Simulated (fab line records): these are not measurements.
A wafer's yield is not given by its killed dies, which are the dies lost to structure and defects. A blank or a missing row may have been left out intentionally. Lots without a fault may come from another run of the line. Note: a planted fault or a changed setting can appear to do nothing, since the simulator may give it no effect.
fab line records :: flow n5_finfet
[record]
  lots = 5
  wafers = 12
  last_day = 17
route steps=1938 shown BEOL_M10@1527 BEOL_M11@1536 PASSIVATION@1936
lots that met no fault: taken from a fault-free run of the same line
start_h: the number of hours between the record's first day and the start of the first shown wafer of the lot :: wait_h: hours elapsed since this lot's preceding step :: " same as the row above :: L1.1+2: one row covering several wafers at once :: - either no value or no given start :: * or withheld: withheld :: < > ~ a bound
route shown NAME@n: names a module that has steps shown in the file, with the first one's number in the route :: usual: the fault-free wafers' mean and standard deviation :: same: alike in all rows :: chamber/n: place in a boat :: sites: each site's reading :: _std_site: how widely they spread, as a standard deviation :: _edge_site: the outer-site mean with the inner-site mean subtracted :: radius_mm: how far each site lies from the wafer's centre :: mask NAME#n: copy n :: behind: the last tool/chamber to shape the wafer :: hold: why the lot went on hold/how many hours it stayed there/how the hold came to an end :: device: the transistor (n, p or np) that didn't switch :: end of line: the same wafers' tests at the end of the route :: where a step has no rows: the recipe by itself :: killed: dies lost to structure and defects at the first sort, not the wafer's yield :: map: dies across one wafer; x = killed, . = not, _ = none there
set.NAME: the run value of the setting; set.NAME@STEP: its run value at that earlier step :: model.NAME: the simulator's own value behind a step, which no gauge read
certain route steps with their lots: each step a table, each wafer a row
services: the hour from which a tool's chamber was out of use, counted from the record's first day as start_h (under 0 if before that day), plus the number of hours and why
[[steps]]
[step N5_BEOL_M10_SPUTTER_48]
[recipe]
  material = Cu
  target_thk_a = 120
  temp_c = -20
  bias_v = 60
  power_w = 26000
  chamber_pressure_pa = 0.13
  time_s = 2
[step N5_BEOL_M10_ECD_50]
[recipe]
  material = Cu
  target_thk_a = 3180
[step N5_BEOL_M10_ANNEAL_51]
[recipe]
  temp_c = 225
  time_s = 90
  ambient = N2
[step N5_BEOL_M10_CMP_52]
[recipe]
  stop_on = SiCOH_lowk
  t_overpolish_s = 7
  down_force_psi = 1
  platen_rpm = 50
  clearing_platen_down_force_psi = 1.5
  clearing_platen_rpm = 50
  post_cmp_clean = cu_alkaline
  target_thk_nm = 140
  clearing_platen_pad_velocity_m_s = 0.99484
  pad_velocity_m_s = 0.99484
[step N5_BEOL_M10_PRE_CLEAN_55]
[recipe]
  gas = NH3
  time_s = 15
  temp_c = withheld
  rf_power_w = 300
[step N5_BEOL_M10_DEP_56]
[recipe]
  material = SiCN
  target_thk_a = 150
  temp_c = withheld
  precursor = 3MS/NH3
  pressure_torr = 3
  rf_w = 202
  time_s = 26.5
[step N5_BEOL_M11_ILD_DEP_00]
[recipe]
  material = SiCOH_lowk
  target_thk_a = 3085.1
  temp_c = 300
  precursor = DEMS/porogen
  pressure_torr = 5
  rf_w = 500
  time_s = 58
[step N5_BEOL_M11_CURE_71]
[recipe]
  temp_c = 385
  time_s = 240
  ambient = He/Ar
  material = SiCOH_lowk
[step N5_BEOL_M11_PECVD_70]
[recipe]
  material = SiO2
  target_thk_a = 200
  temp_c = 400
  precursor = TEOS/O2
  pressure_torr = 5.5
  rf_w = 450
  teos_flow_sccm = 53.8
  gas = O2
  flow_sccm = 3000
  time_s = 22.7
[usual]
  heater_power_w = 717/77
  showerhead_plenum_p_Torr = 8.74/0.066
  throttle_valve_pct = 21.8/1.7
lot.wafer: L802.1
tool: pecvd-03
chamber: 1
start_h: 225.34
wait_h: 0.0
heater_power_w: 736
showerhead_plenum_p_Torr: 8.73
throttle_valve_pct: 24.7
model.SiO2_of_BEOL_M11_PECVD_70.thk_nm: 19.6

lot.wafer: L802.2
tool: pecvd-03
chamber: 0
start_h: 225.34
wait_h: 0.0
heater_power_w: 761
showerhead_plenum_p_Torr: 8.65
throttle_valve_pct: 19.8
model.SiO2_of_BEOL_M11_PECVD_70.thk_nm: 20

lot.wafer: L802.6
tool: pecvd-03
chamber: 0
start_h: 225.34
wait_h: 0.0
heater_power_w: 739
showerhead_plenum_p_Torr: 8.65
throttle_valve_pct: 20.4
model.SiO2_of_BEOL_M11_PECVD_70.thk_nm: 20.4

lot.wafer: L817.5
tool: pecvd-03
chamber: 2
start_h: 314.07
wait_h: 0.1
heater_power_w: 610
showerhead_plenum_p_Torr: 8.75
throttle_valve_pct: 19.0
model.SiO2_of_BEOL_M11_PECVD_70.thk_nm: 20.2

lot.wafer: L817.6
tool: pecvd-03
chamber: 0
start_h: 314.07
wait_h: 0.1
heater_power_w: 724
showerhead_plenum_p_Torr: 8.65
throttle_valve_pct: 20.4
model.SiO2_of_BEOL_M11_PECVD_70.thk_nm: 14.2

lot.wafer: L819.2
tool: pecvd-03
chamber: 1
start_h: 320.49
wait_h: 0.0
heater_power_w: 715
showerhead_plenum_p_Torr: 8.73
throttle_valve_pct: 24.5
model.SiO2_of_BEOL_M11_PECVD_70.thk_nm: 13.8

lot.wafer: L819.4
tool: pecvd-03
chamber: 0
start_h: 320.49
wait_h: 0.0
heater_power_w: 709
showerhead_plenum_p_Torr: 8.67
throttle_valve_pct: 20.1
model.SiO2_of_BEOL_M11_PECVD_70.thk_nm: 20.6

lot.wafer: L820.2
tool: pecvd-03
chamber: 2
start_h: 332.15
wait_h: 0.0
heater_power_w: 670
showerhead_plenum_p_Torr: 8.72
throttle_valve_pct: 19.2
model.SiO2_of_BEOL_M11_PECVD_70.thk_nm: 13.6

lot.wafer: L820.6
tool: pecvd-03
chamber: 2
start_h: 332.15
wait_h: 0.0
heater_power_w: 666
showerhead_plenum_p_Torr: 8.74
throttle_valve_pct: 19.1
model.SiO2_of_BEOL_M11_PECVD_70.thk_nm: 13.8

lot.wafer: L825.1
tool: pecvd-01
chamber: 1
start_h: 361.22
wait_h: 0.0
heater_power_w: 694
showerhead_plenum_p_Torr: 8.67
throttle_valve_pct: 21.8
model.SiO2_of_BEOL_M11_PECVD_70.thk_nm: 19.8

lot.wafer: L825.2
tool: pecvd-01
chamber: 2
start_h: 361.22
wait_h: 0.0
heater_power_w: 785
showerhead_plenum_p_Torr: 8.68
throttle_valve_pct: 22.4
model.SiO2_of_BEOL_M11_PECVD_70.thk_nm: 20.6

lot.wafer: L825.4
tool: pecvd-01
chamber: 1
start_h: 361.22
wait_h: 0.0
heater_power_w: 712
showerhead_plenum_p_Torr: 8.71
throttle_valve_pct: 21.3
model.SiO2_of_BEOL_M11_PECVD_70.thk_nm: 20.2
[step N5_BEOL_M11_HM_DEP_02]
[recipe]
  material = TiN
  target_thk_a = 200
  temp_c = 25
  chamber_pressure_pa = 0.49996
[step N5_BEOL_M11_COAT_59]
[recipe]
  resist = SOC
  temp_c = 250
  time_s = 60
  spin_rpm = 1500
  resist_thk_nm = 100
[step N5_BEOL_M11_COAT_60]
[recipe]
  resist = SiARC
  temp_c = 220
  time_s = 60
  spin_rpm = 1500
  resist_thk_nm = 30
[step N5_BEOL_M11_COAT_05]
[recipe]
  resist = CAR-ArF
  spin_rpm = 1500
  resist_thk_nm = 90
[step N5_BEOL_M11_EBR_07]
[recipe]
  solvent = PGMEA
  ebr_width_mm = 1.5
[step N5_BEOL_M11_SOFTBAKE_06]
[recipe]
  temp_c = 110
  time_s = 60
  resist = CAR-ArF
[step N5_BEOL_M11_EXPOSE_08]
[recipe]
  mask_id = M11
  na = 1.35
  source_shape = dipole
  sigma_inner = 0.411
  sigma_outer = 0.611
  polarization = te
  dose_mj = 53.75
[step N5_BEOL_M11_PEB_09]
[recipe]
  peb_temp_c = withheld
  peb_time_s = 60
  resist = CAR-ArF
[step N5_BEOL_M11_DEVELOP_10]
[recipe]
  develop_time_s = 30
  developer = TMAH
  resist = CAR-ArF
  rinse_liquid = diw
  dry = air_spin
  dev_temp_c = 23
[step N5_BEOL_M11_DESCUM_16]
[recipe]
  chemistry = O2
  time_s = 7.9
  source_power_w = 50
  bias_power_w = 20
  pressure_mtorr = 20
  rf_frequency_hz = 2.712e+07
  temp_c = 40
  resist = CAR-ArF
  o2_flow_sccm = 225
[step N5_BEOL_M11_ETCH_61]
[recipe]
  chemistry = CF4
  target = SiARC
  target_depth_a = 390
  mask_material = CAR-ArF
  time_s = 65
  ion_energy_ev = 80
  pressure_mtorr = 40
  source_w = 545
  bias_w = 36
  Ar_flow_sccm = 100
  cf4_flow_sccm = 100
  ends = cleared
[step N5_BEOL_M11_ETCH_62]
[recipe]
  chemistry = N2/H2
  target = SOC
  target_depth_a = 1100
  overetch_a = 220
  mask_material = SiARC
  temp_c = 40
  time_s = 165
  ion_energy_ev = 200
  pressure_mtorr = 30
  source_w = 840
  bias_w = 150
  n2_flow_sccm = 200
  h2_flow_sccm = 200
[step N5_BEOL_M11_STRIP_68]
[recipe]
  chemistry = N2/H2
  temp_c = 40
  n2_flow_sccm = 200
  h2_flow_sccm = 200
  rf_frequency_hz = 6e+07
[step N5_BEOL_M11_STRIP_67]
[recipe]
  chemistry = CF4
  resist = SiARC
  power_w = 300
  bias_power_w = 75
  pressure_mtorr = 50
  cf4_flow_sccm = 150
  rf_frequency_hz = 6e+07
[step N5_BEOL_M11_HM_OPEN_17]
[recipe]
  chemistry = Cl2/BCl3
  target_depth_a = 200
  overetch_a = 60
  target = TiN
  mask_material = SOC
  ion_energy_ev = 150
  pressure_mtorr = 10
  icp_w = 1000
  bias_w = 126
  Cl2_flow_sccm = 53.25
  bcl3_flow_sccm = 21.75
  Ar_flow_sccm = 25
[step N5_BEOL_M11_STRIP_19]
[recipe]
  chemistry = O2
  power_w = 400
  temp_c = 40
  pressure_mtorr = 30
  rf_frequency_hz = 6e+07
  bias_power_w = 0
  overash_fraction = 0.2
  o2_flow_sccm = 225
[step N5_BEOL_M11_COAT_63]
[recipe]
  resist = SOC
  temp_c = 250
  time_s = 60
  spin_rpm = 1500
  resist_thk_nm = 100
[step N5_BEOL_M11_COAT_64]
[recipe]
  resist = SiARC
  temp_c = 220
  time_s = 60
  spin_rpm = 1500
  resist_thk_nm = 30
[step N5_BEOL_M11_COAT_22]
[recipe]
  resist = CAR-ArF
  spin_rpm = 1500
  resist_thk_nm = 90
[step N5_BEOL_M11_EBR_24]
[recipe]
  solvent = PGMEA
  ebr_width_mm = 1.5
[step N5_BEOL_M11_SOFTBAKE_23]
[recipe]
  temp_c = 110
  time_s = 60
  resist = CAR-ArF
[step N5_BEOL_M11_EXPOSE_25]
[recipe]
  mask_id = V10
  na = 1.35
  source_shape = annular
  sigma_inner = 0.5
  sigma_outer = 0.8
  polarization = unpolarized
  dose_mj = 85.5
[step N5_BEOL_M11_PEB_26]
[recipe]
  peb_temp_c = withheld
  peb_time_s = 60
  resist = CAR-ArF
[step N5_BEOL_M11_DEVELOP_27]
[recipe]
  develop_time_s = 30
  developer = TMAH
  resist = CAR-ArF
  rinse_liquid = diw
  dry = air_spin
  dev_temp_c = 23
[step N5_BEOL_M11_HM_STRIP_39]
[recipe]
  chemistry = peroxide_tin_strip
  material = TiN
  target_depth_a = 250
  temp_c = 50
  time_s = 158
[usual]
  bath_heat_duty_pct = 7.2/0.9
lot.wafer: L802.1
tool: wet_bench-06
chamber: 2
start_h: 229.03
wait_h: 0.0
bath_heat_duty_pct: 7.6
model.SiO2_of_BEOL_M11_PECVD_70.thk_nm: 19.4

lot.wafer: L802.2
tool: wet_bench-06
chamber: 5
start_h: 229.03
wait_h: 0.0
bath_heat_duty_pct: 7.3
model.SiO2_of_BEOL_M11_PECVD_70.thk_nm: 19.8

lot.wafer: L802.6
tool: wet_bench-06
chamber: 6
start_h: 229.03
wait_h: 0.0
bath_heat_duty_pct: 6.5
model.SiO2_of_BEOL_M11_PECVD_70.thk_nm: 20.2

lot.wafer: L817.5
tool: wet_bench-05
chamber: 6
start_h: 318.75
wait_h: 0.0
bath_heat_duty_pct: 8.0
model.SiO2_of_BEOL_M11_PECVD_70.thk_nm: 20

lot.wafer: L817.6
tool: wet_bench-05
chamber: 5
start_h: 318.75
wait_h: 0.0
bath_heat_duty_pct: 8.2
model.SiO2_of_BEOL_M11_PECVD_70.thk_nm: 14

lot.wafer: L819.2
tool: wet_bench-05
chamber: 6
start_h: 325.64
wait_h: 0.0
bath_heat_duty_pct: 6.0
model.SiO2_of_BEOL_M11_PECVD_70.thk_nm: 13.6

lot.wafer: L819.4
tool: wet_bench-05
chamber: 4
start_h: 325.64
wait_h: 0.0
bath_heat_duty_pct: 7.4
model.SiO2_of_BEOL_M11_PECVD_70.thk_nm: 20.6

lot.wafer: L820.2
tool: wet_bench-06
chamber: 1
start_h: 335.53
wait_h: 0.0
bath_heat_duty_pct: 4.9
model.SiO2_of_BEOL_M11_PECVD_70.thk_nm: 13.4

lot.wafer: L820.6
tool: wet_bench-06
chamber: 5
start_h: 335.53
wait_h: 0.0
bath_heat_duty_pct: 7.5
model.SiO2_of_BEOL_M11_PECVD_70.thk_nm: 13.8

lot.wafer: L825.1
tool: wet_bench-05
chamber: 3
start_h: 366.88
wait_h: 0.0
bath_heat_duty_pct: 7.1
model.SiO2_of_BEOL_M11_PECVD_70.thk_nm: 19.6

lot.wafer: L825.2
tool: wet_bench-05
chamber: 2
start_h: 366.88
wait_h: 0.0
bath_heat_duty_pct: 8.1
model.SiO2_of_BEOL_M11_PECVD_70.thk_nm: 20.4

lot.wafer: L825.4
tool: wet_bench-05
chamber: 6
start_h: 366.88
wait_h: 0.0
bath_heat_duty_pct: 6.4
model.SiO2_of_BEOL_M11_PECVD_70.thk_nm: 20
[step N5_BEOL_M11_CMP_52]
[recipe]
  stop_on = SiCOH_lowk
  t_overpolish_s = 7
  down_force_psi = 1
  platen_rpm = 50
  clearing_platen_down_force_psi = 1.5
  clearing_platen_rpm = 50
  post_cmp_clean = cu_alkaline
  target_thk_nm = 140
  clearing_platen_pad_velocity_m_s = 0.99484
  pad_velocity_m_s = 0.99484
[usual]
  barrier_field_endpoint_s = 29.2/0.97
  clearing_platen_down_force_psi = 1.4999/0.003
  motor_current_A = 6.0/0.7
lot.wafer: L802.2
tool: cmp-03
chamber: 3
start_h: 230.71
wait_h: 0.2
barrier_field_endpoint_s: 28.1
clearing_platen_down_force_psi: 1.5012
motor_current_A: 5.1

lot.wafer: L802.1
tool: cmp-03
chamber: 0
start_h: 230.71
wait_h: 0.2
barrier_field_endpoint_s: 26.5
clearing_platen_down_force_psi: 1.5047
motor_current_A: 5.4

lot.wafer: L802.6
tool: cmp-03
chamber: 2
start_h: 230.71
wait_h: 0.2
barrier_field_endpoint_s: 29.4
clearing_platen_down_force_psi: 1.5010
motor_current_A: 7.2

lot.wafer: L817.6
tool: cmp-01
chamber: 0
start_h: 323.45
wait_h: 0.2
barrier_field_endpoint_s: 22.6
clearing_platen_down_force_psi: 1.4972
motor_current_A: 5.2

lot.wafer: L817.5
tool: cmp-01
chamber: 1
start_h: 323.45
wait_h: 0.2
barrier_field_endpoint_s: 30.6
clearing_platen_down_force_psi: 1.4972
motor_current_A: 5.9

lot.wafer: L819.4
tool: cmp-02
chamber: 1
start_h: 328.13
wait_h: 0.1
barrier_field_endpoint_s: 30.2
clearing_platen_down_force_psi: 1.5027
motor_current_A: 6.7

lot.wafer: L819.2
tool: cmp-02
chamber: 3
start_h: 328.13
wait_h: 0.1
barrier_field_endpoint_s: 22.1
clearing_platen_down_force_psi: 1.5034
motor_current_A: 6.2

lot.wafer: L820.2
tool: cmp-01
chamber: 2
start_h: 337.49
wait_h: 0.3
barrier_field_endpoint_s: 20.3
clearing_platen_down_force_psi: 1.5024
motor_current_A: 4.8

lot.wafer: L820.6
tool: cmp-01
chamber: 1
start_h: 337.49
wait_h: 0.3
barrier_field_endpoint_s: 20.9
clearing_platen_down_force_psi: 1.4990
motor_current_A: 5.9

lot.wafer: L825.4
tool: cmp-02
chamber: 2
start_h: 370.53
wait_h: 0.1
barrier_field_endpoint_s: 28.7
clearing_platen_down_force_psi: 1.4989
motor_current_A: 6.3

lot.wafer: L825.1
tool: cmp-02
chamber: 3
start_h: 370.53
wait_h: 0.1
barrier_field_endpoint_s: 28.6
clearing_platen_down_force_psi: 1.4946
motor_current_A: 6.3

lot.wafer: L825.2
tool: cmp-02
chamber: 0
start_h: 370.53
wait_h: 0.1
barrier_field_endpoint_s: 29.0
clearing_platen_down_force_psi: 1.4978
motor_current_A: 6.7
[step N5_PASSIVATION_PROBE_49]
[usual]
  defect_limited_yield = 91.0/1.4
  killed_at_M0_to_M3 = 36/11
  killed_at_M4_up = 13/5.4
  killed_at_contacts = 12/6.4
  killed_at_front_end = 41/13
  killed_at_other = 2.9/2.3
  killed_dies = 106/17
  killed_open = 70/12
  killed_short = 34/8.4
  sort_bin_5_function = 5.2/1
  sort_bin_6_memory = 3.4/0.63
  sort_n_pass = 1074/18
  sort_yield_pct = 91.0/1.6
[same]
  gross_dies = 1180
  killed_at_back_side = 0
  sort_bin_4_leakage[%] = 0
  sort_bin_8_speed[%] = 0
lot.wafer: L802.1
tool: prober-02
chamber: -
start_h: 268.99
wait_h: 0.0
defect_limited_yield[%]: 90.9
killed_at_M0_to_M3: 31
killed_at_M4_up: 18
killed_at_contacts: 9
killed_at_front_end: 45
killed_at_other: 4
killed_dies: 107
killed_open: 62
killed_short: 44
sort_bin_5_function[%]: 5.1
sort_bin_6_memory[%]: 3.3
sort_n_pass: 1073
sort_yield_pct[%]: 90.9

lot.wafer: L802.2
tool: prober-02
chamber: -
start_h: 269.04
wait_h: 0.1
defect_limited_yield[%]: 92.2
killed_at_M0_to_M3: 40
killed_at_M4_up: 10
killed_at_contacts: 1
killed_at_front_end: 37
killed_at_other: 4
killed_dies: 92
killed_open: 50
killed_short: 39
sort_bin_5_function[%]: 4.5
sort_bin_6_memory[%]: 2.9
sort_n_pass: 1088
sort_yield_pct[%]: 92.2

lot.wafer: L802.6
tool: prober-02
chamber: -
start_h: 269.24
wait_h: 0.3
defect_limited_yield[%]: 89.5
killed_at_M0_to_M3: 38
killed_at_M4_up: 10
killed_at_contacts: 19
killed_at_front_end: 56
killed_at_other: 1
killed_dies: 124
killed_open: 70
killed_short: 47
sort_bin_5_function[%]: 4.9
sort_bin_6_memory[%]: 4.7
sort_n_pass: 1056
sort_yield_pct[%]: 89.5

lot.wafer: L817.5
tool: prober-01
chamber: -
start_h: 360.20
wait_h: 0.2
defect_limited_yield[%]: 91.1
killed_at_M0_to_M3: 36
killed_at_M4_up: 13
killed_at_contacts: 10
killed_at_front_end: 46
killed_at_other: 0
killed_dies: 105
killed_open: 70
killed_short: 32
sort_bin_5_function[%]: 5.3
sort_bin_6_memory[%]: 3.2
sort_n_pass: 1075
sort_yield_pct[%]: 91.1

lot.wafer: L817.6
tool: prober-01
chamber: -
start_h: 360.25
wait_h: 0.3
defect_limited_yield[%]: 91.9
killed_at_M0_to_M3: 43
killed_at_M4_up: 9
killed_at_contacts: 8
killed_at_front_end: 35
killed_at_other: 1
killed_dies: 96
killed_open: 70
killed_short: 19
sort_bin_5_function[%]: 4.2
sort_bin_6_memory[%]: 3.2
sort_n_pass: 1084
sort_yield_pct[%]: 91.9

lot.wafer: L819.2
tool: prober-02
chamber: -
start_h: 362.45
wait_h: 0.1
defect_limited_yield[%]: 91.1
killed_at_M0_to_M3: 41
killed_at_M4_up: 5
killed_at_contacts: 13
killed_at_front_end: 43
killed_at_other: 3
killed_dies: 105
killed_open: 57
killed_short: 47
sort_bin_5_function[%]: 5.0
sort_bin_6_memory[%]: 3.0
sort_n_pass: 1075
sort_yield_pct[%]: 91.1

lot.wafer: L819.4
tool: prober-02
chamber: -
start_h: 362.55
wait_h: 0.2
defect_limited_yield[%]: 90.7
killed_at_M0_to_M3: 45
killed_at_M4_up: 9
killed_at_contacts: 26
killed_at_front_end: 25
killed_at_other: 5
killed_dies: 110
killed_open: 71
killed_short: 37
sort_bin_5_function[%]: 6.0
sort_bin_6_memory[%]: 3.1
sort_n_pass: 1070
sort_yield_pct[%]: 90.7

lot.wafer: L820.2
tool: prober-01
chamber: -
start_h: 372.16
wait_h: 0.1
defect_limited_yield[%]: 90.8
killed_at_M0_to_M3: 31
killed_at_M4_up: 21
killed_at_contacts: 8
killed_at_front_end: 42
killed_at_other: 7
killed_dies: 109
killed_open: 81
killed_short: 24
sort_bin_5_function[%]: 5.7
sort_bin_6_memory[%]: 3.6
sort_n_pass: 1071
sort_yield_pct[%]: 90.8

lot.wafer: L820.6
tool: prober-01
chamber: -
start_h: 372.36
wait_h: 0.3
defect_limited_yield[%]: 89.3
killed_at_M0_to_M3: 55
killed_at_M4_up: 10
killed_at_contacts: 16
killed_at_front_end: 42
killed_at_other: 3
killed_dies: 126
killed_open: 81
killed_short: 44
sort_bin_5_function[%]: 6.1
sort_bin_6_memory[%]: 4.2
sort_n_pass: 1054
sort_yield_pct[%]: 89.3

lot.wafer: L825.1
tool: prober-02
chamber: -
start_h: 418.30
wait_h: 0.0
defect_limited_yield[%]: 89.8
killed_at_M0_to_M3: 44
killed_at_M4_up: 28
killed_at_contacts: 12
killed_at_front_end: 30
killed_at_other: 6
killed_dies: 120
killed_open: 82
killed_short: 35
sort_bin_5_function[%]: 5.3
sort_bin_6_memory[%]: 4.3
sort_n_pass: 1060
sort_yield_pct[%]: 89.8

lot.wafer: L825.2
tool: prober-02
chamber: -
start_h: 418.35
wait_h: 0.1
defect_limited_yield[%]: 91.0
killed_at_M0_to_M3: 57
killed_at_M4_up: 19
killed_at_contacts: 3
killed_at_front_end: 26
killed_at_other: 1
killed_dies: 106
killed_open: 72
killed_short: 31
sort_bin_5_function[%]: 4.9
sort_bin_6_memory[%]: 3.8
sort_n_pass: 1074
sort_yield_pct[%]: 91.0

lot.wafer: L825.4
tool: prober-02
chamber: -
start_h: 418.45
wait_h: 0.2
defect_limited_yield[%]: 91.4
killed_at_M0_to_M3: 49
killed_at_M4_up: 14
killed_at_contacts: 8
killed_at_front_end: 29
killed_at_other: 1
killed_dies: 101
killed_open: 69
killed_short: 29
sort_bin_5_function[%]: 4.8
sort_bin_6_memory[%]: 3.5
sort_n_pass: 1079
sort_yield_pct[%]: 91.4
// killed by level:class
L802.1 FIN_SAQP:geometric_particle:open=9 BEOL_M4:geometric_particle:open=9 STI_FIN_REVEAL:geometric_particle:open=8 BEOL_M2:geometric_particle:short=8 FIN_SAQP:geometric_particle:short=7 GATE_CUT:geometric_particle:short=7 MOL_CONTACT_COAG:geometric_particle:open=7 BEOL_M0_SAQP:geometric_particle:open=5
L802.2 STI_FIN_REVEAL:geometric_particle:open=11 BEOL_M0_SAQP:geometric_particle:short=9 FIN_SAQP:geometric_particle:short=8 BEOL_M0_SAQP:geometric_particle:open=8 BEOL_M2:geometric_particle:short=6 DUMMY_GATE:geometric_particle:open=5 BEOL_M1:geometric_particle:open=5 BEOL_M3:geometric_particle:open=5
L802.6 MOL_CONTACT_COAG:geometric_particle:open=14 BEOL_M3:geometric_particle:open=11 STI_FIN_REVEAL:geometric_particle:open=8 DUMMY_GATE:geometric_particle:open=8 HKMG_FIN:area_etch=7 BEOL_M0_SAQP:geometric_particle:short=6 MOL_CONTACT_COAG:geometric_particle:short=5 FIN_SAQP:geometric_particle:short=4
L817.5 FIN_SAQP:geometric_particle:open=12 FIN_SAQP:geometric_particle:short=11 BEOL_M3:geometric_particle:open=8 MOL_CONTACT_COAG:geometric_particle:open=8 BEOL_M0_SAQP:geometric_particle:open=7 STI_FIN_REVEAL:geometric_particle:open=5 BEOL_M1:geometric_particle:open=5 DUMMY_GATE:geometric_particle:open=4
L817.6 BEOL_M3:geometric_particle:open=12 STI_FIN_REVEAL:geometric_particle:open=8 FIN_SAQP:geometric_particle:open=7 MOL_CONTACT_COAG:geometric_particle:open=7 BEOL_M0_SAQP:geometric_particle:open=7 BEOL_M2:geometric_particle:open=6 BEOL_M0_SAQP:geometric_particle:short=5 BEOL_M1:geometric_particle:open=5
L819.2 BEOL_M0_SAQP:geometric_particle:short=11 BEOL_M0_SAQP:geometric_particle:open=9 STI_FIN_REVEAL:geometric_particle:open=8 GATE_CUT:geometric_particle:short=8 MOL_CONTACT_COAG:geometric_particle:open=8 FIN_SAQP:geometric_particle:open=7 BEOL_M3:geometric_particle:open=6 FIN_SAQP:geometric_particle:short=5
L819.4 MOL_CONTACT_COAG:geometric_particle:open=21 BEOL_M0_SAQP:geometric_particle:short=15 BEOL_M0_SAQP:geometric_particle:open=10 FIN_SAQP:geometric_particle:open=7 BEOL_M2:geometric_particle:open=7 MOL_CONTACT_COAG:geometric_particle:short=5 BEOL_M3:geometric_particle:open=5 BEOL_M4:geometric_particle:open=5
L820.2 FIN_SAQP:geometric_particle:open=21 BEOL_M4:geometric_particle:open=12 BEOL_M0_SAQP:geometric_particle:open=8 FIN_SAQP:geometric_particle:short=6 MOL_CONTACT_COAG:geometric_particle:open=6 BEOL_M0_SAQP:geometric_particle:short=5 BEOL_M2:geometric_particle:open=5 BEOL_M3:geometric_particle:open=5
L820.6 FIN_SAQP:geometric_particle:open=20 MOL_CONTACT_COAG:geometric_particle:open=11 BEOL_M1:geometric_particle:open=9 BEOL_M0_SAQP:geometric_particle:short=8 BEOL_M0_SAQP:geometric_particle:open=8 FIN_SAQP:geometric_particle:short=7 BEOL_M2:geometric_particle:open=7 BEOL_M3:geometric_particle:open=7
L825.1 BEOL_M4:geometric_particle:open=17 MOL_CONTACT_COAG:geometric_particle:open=11 BEOL_M1:geometric_particle:open=11 FIN_SAQP:geometric_particle:open=8 BEOL_M0:geometric_particle:open=7 BEOL_M0_SAQP:geometric_particle:open=6 BEOL_M0_SAQP:geometric_particle:short=5 BEOL_M2:geometric_particle:short=5
L825.2 BEOL_M2:geometric_particle:open=17 FIN_SAQP:geometric_particle:open=9 BEOL_M1:geometric_particle:open=9 BEOL_M0_SAQP:geometric_particle:open=8 BEOL_M0_SAQP:geometric_particle:short=7 FIN_SAQP:geometric_particle:short=4 BEOL_M0:geometric_particle:open=4 BEOL_M2:geometric_particle:short=4
L825.4 BEOL_M0_SAQP:geometric_particle:short=11 BEOL_M0_SAQP:geometric_particle:open=9 MOL_CONTACT_COAG:geometric_particle:open=8 BEOL_M1:geometric_particle:open=8 STI_FIN_REVEAL:geometric_particle:open=6 FIN_SAQP:geometric_particle:open=5 BEOL_M0:geometric_particle:open=5 BEOL_M2:geometric_particle:open=5
[[services]]
tool: cmp-03
chamber: -
start_h: 202.21
hours: -
kind: consumable_replace:conditioner

tool: cmp-03
chamber: -
start_h: 202.21
hours: -
kind: consumable_replace:pad

tool: pecvd-03
chamber: 2
start_h: 202.38
hours: -
kind: clean

tool: pecvd-03
chamber: 2
start_h: 202.38
hours: -
kind: consumable_replace:showerhead

tool: pecvd-03
chamber: 2
start_h: 202.38
hours: 29.0
kind: scheduled_down

tool: pecvd-03
chamber: 2
start_h: 202.38
hours: 29.0
kind: vent_cycle

tool: pecvd-01
chamber: 1
start_h: 210.15
hours: 2.1
kind: scheduled_down

tool: cmp-01
chamber: -
start_h: 234.30
hours: 2.1
kind: repair

tool: cmp-03
chamber: -
start_h: 242.22
hours: 1.0
kind: repair

tool: pecvd-01
chamber: 0
start_h: 242.40
hours: 11.1
kind: repair

tool: pecvd-01
chamber: 0
start_h: 256.65
hours: 5.5
kind: scheduled_down

tool: pecvd-03
chamber: 0
start_h: 257.05
hours: 18.5
kind: repair

tool: cmp-02
chamber: -
start_h: 258.39
hours: 1.0
kind: repair

tool: pecvd-01
chamber: 2
start_h: 262.11
hours: 5.5
kind: scheduled_down

tool: pecvd-01
chamber: -
start_h: 267.73
hours: 1.8
kind: repair

tool: cmp-02
chamber: -
start_h: 274.75
hours: 4.3
kind: pm

tool: pecvd-01
chamber: 2
start_h: 295.07
hours: 2.1
kind: scheduled_down

tool: cmp-02
chamber: -
start_h: 297.52
hours: 1.5
kind: repair

tool: cmp-01
chamber: -
start_h: 310.03
hours: 2.4
kind: repair

tool: cmp-01
chamber: -
start_h: 313.14
hours: 4.4
kind: pm

tool: wet_bench-06
chamber: -
start_h: 317.48
hours: 8.1
kind: repair

tool: pecvd-01
chamber: 1
start_h: 332.46
hours: 5.5
kind: scheduled_down

tool: cmp-03
chamber: -
start_h: 347.68
hours: 2.1
kind: repair

tool: cmp-03
chamber: -
start_h: 361.55
hours: 6.1
kind: pm
[[key]]
[first_sign]
  step = N5_BEOL_M11_CMP_52
  reading = barrier_field_endpoint_s
  direction = down
  sigmas = 7.9
  usual = 29.2
  struck = 21.5
effect none on later readings
[model_effect]
  step = N5_BEOL_M11_PECVD_70
  value = SiO2_of_BEOL_M11_PECVD_70.thk_nm
  without = 20.35
  struck = 13.85
[model_effect]
  step = N5_BEOL_M11_HM_STRIP_39
  value = SiO2_of_BEOL_M11_PECVD_70.thk_nm
  without = 20.15
  struck = 13.7
met_at N5_BEOL_M11_PECVD_70
struck_wafers L817.6,L819.2,L820.2,L820.6
onset_between 225.34 314.07
[fault]
  kind = process_parameter_drift
  tool = pecvd-03
  chamber = -
  onset_h = 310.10
  steps = N5_BEOL_M11_PECVD_70
  channel = time_s
  offset = *
  shape = step
  end_h = 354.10
  scope = struck_wafers_only
  acts_in = *
  stated = *
